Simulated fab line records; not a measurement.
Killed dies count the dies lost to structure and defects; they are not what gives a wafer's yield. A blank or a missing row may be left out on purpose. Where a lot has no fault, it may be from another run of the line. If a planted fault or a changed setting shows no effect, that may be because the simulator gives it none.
Matching of chambers ; flow nand-harc ; NHARC_P_STI_ETCH_15 on rie-si-01 has 4 sister chambers
The step etches the open film in HBr/Cl2, target depth 300 nm, time 100.1 s. 14 wafers are shown with their chamber, then 7 later ones without.

## WAFERS PAIRED WITH THEIR CHAMBERS
wafer;chamber;drypump-motor-current-A (A);throttle-valve-pct (%);oes-product-au (a.u.)
L120.4;0;5.8;26.396;0.998
L120.5;1;5.9;26.396;0.998
L120.6;2;4.6;26.404;0.995
L123.1;2;4.6;26.409;0.995
L123.2;3;5.1;26.399;0.988
L123.3;0;5.8;26.404;0.994
L124.1;3;5.1;26.397;1.000
L124.3;1;5.9;26.412;0.996
L124.4;0;5.8;26.389;0.985
L127.1;0;5.8;26.393;1.006
L127.3;3;5.1;26.423;0.991
L127.4;1;6.0;26.385;0.994
L129.1;3;5.1;26.428;0.994
L129.4;2;4.6;26.415;1.019

SIGNATURES (averages over the wafers above)
reading;chamber 0;chamber 1;chamber 2;chamber 3;scatter within a chamber
drypump-motor-current-A;5.800;5.933;4.600;5.100;0.0258
throttle-valve-pct;26.39550;26.39767;26.40933;26.41175;0.0115
oes-product-au;0.99575;0.99600;1.00300;0.99325;0.00836
Rule: for a wafer and a chamber, the distance is found by dividing, reading by reading, the gap between the wafer's reading and the chamber's mean by the reading's scatter, squaring, summing and taking the root. The wafer belongs to the nearest chamber; if the next one is less than 2 further off, it can't be placed. The scatter is the square root of a quotient: the sum, over the shown wafers, of each reading's squared deviation from its chamber's mean, divided by wafers minus chambers.

## WAFERS WITH NO CHAMBER GIVEN
wafer;drypump-motor-current-A (A);throttle-valve-pct (%);oes-product-au (a.u.)
L129.6;5.8;26.403;1.000
L132.3;5.1;26.395;1.002
L132.4;4.6;26.398;0.990
L132.6;5.9;26.410;0.986
L134.2;4.6;26.410;0.987
L134.4;5.9;26.391;0.995
L134.5;5.8;26.410;0.994

## THE CHAMBER EACH PASSED THROUGH
wafer;from the rows above;in truth
L129.6;0;0
L132.3;3;3
L132.4;2;2
L132.6;1;1
L134.2;2;2
L134.4;1;1
L134.5;0;0
Correct placement for 7 of the 7. Can't be placed from these rows: 0. Number placed wrongly: 0.
